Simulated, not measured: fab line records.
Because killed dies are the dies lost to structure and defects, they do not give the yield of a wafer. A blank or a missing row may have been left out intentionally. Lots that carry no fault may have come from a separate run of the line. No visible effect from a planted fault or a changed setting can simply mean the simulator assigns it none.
Comparing a struck lot with a sound one / flow nand_harc / 13 steps out of a route of 1302
Sound: the wafers L486.2, L486.4, L486.6. Wafers struck: L498.1, L498.3, L498.6. The cause is given at the end.
Each step with rows lists, per side, the tool, then ch with its chambers, then its first start. Under that, the readings that differ: sound wafers / struck wafers / difference of the means / sigmas: that difference in standard deviations of wafers without a fault.
alike: words and numbers the same on both sides, and readings whose means are apart by under 2 such deviations; not compared: readings that were withheld, readings missing a value for some wafer, numbers with overlapping values and no deviation given by the record, and bounds like >300 which may hide the same value.
The two part at a step that has a row with sigmas, a row that says differs or no value, or rows on one side only. When numbers do not overlap yet have no deviation, they are printed without sigmas and do not part them. A reading missing from all wafers of one side parts the sides only when that side holds two or more wafers.

first, 2 steps without rows for these wafers: NHARC_A_SOURCE_PLATE_CVD_03 (deposits poly-Si, target thk 200 nm, time 4000 s); NHARC_A_SOURCE_PLATE_ANNEAL_05 (time 1800 s).
NHARC_A_SOURCE_PLATE_THK_MEAS_06: measures by ellipsometry.
  sound on film_metro-02, day 10 07:58; struck on film_metro-01, day 15 02:46
  alike: thk_nm
NHARC_A_SOURCE_PLATE_INSPECT_08:
  sound on defect_inspect-01, day 10 08:04; struck on defect_inspect-01, day 15 02:52
  alike: raw_defect_count
then, no rows for these wafers at 1 step: NHARC_A_ONON_D1_DEP_00 (target thk 1000 nm).
NHARC_A_ONON_D1_THK_MEAS_02: measures by ellipsometry.
  sound on film_metro-02, day 10 08:38; struck on film_metro-01, day 15 03:26
reading=thk_nm (nm); sound=988 987 989; struck=1015 1014 1016; difference=+27; sigmas=+3
then, no rows for these wafers at 1 step: NHARC_A_ONON_D1_DEP_03 (target thk 1000 nm).
NHARC_A_ONON_D1_THK_MEAS_05: measures by ellipsometry.
  sound on film_metro-02, day 10 09:12; struck on film_metro-01, day 15 04:00
  alike: thk_nm
then, no rows for these wafers at 1 step: NHARC_A_ONON_D1_DEP_06 (target thk 1000 nm).
NHARC_A_ONON_D1_THK_MEAS_08: measures by ellipsometry.
  sound on film_metro-01, day 10 09:46; struck on film_metro-01, day 15 04:34
  alike: thk_nm
NHARC_A_ONON_D1_DEP_09: target thk 1000 nm.
  sound on pecvd_onon-03 ch 0, day 10 09:53; struck on pecvd_onon-03 ch 0, day 15 04:38
  alike: nh3_flow_sccm
NHARC_A_ONON_D1_THK_MEAS_11: measures by ellipsometry.
  sound on film_metro-01, day 10 10:20; struck on film_metro-01, day 15 05:19
reading=thk_nm (nm); sound=991 991 991; struck=1563 1565 1566; difference=+574; sigmas=+41
  not compared: hold
-- break in the record here, with 18 days between the starts of the struck wafers on either side (left off in module A_ONON_D1, picked up again in module END, where the first step shown is number 1302 on the route) --
NHARC_END_SORT_01:
  only the struck wafers appear in the record here, on prober-01 ch 0 at day 32 17:45; the sound ones have no rows

## WHERE THEY PART
First at NHARC_A_ONON_D1_THK_MEAS_02; last, within this record, at NHARC_END_SORT_01.

WHY: what had been put in by the simulator
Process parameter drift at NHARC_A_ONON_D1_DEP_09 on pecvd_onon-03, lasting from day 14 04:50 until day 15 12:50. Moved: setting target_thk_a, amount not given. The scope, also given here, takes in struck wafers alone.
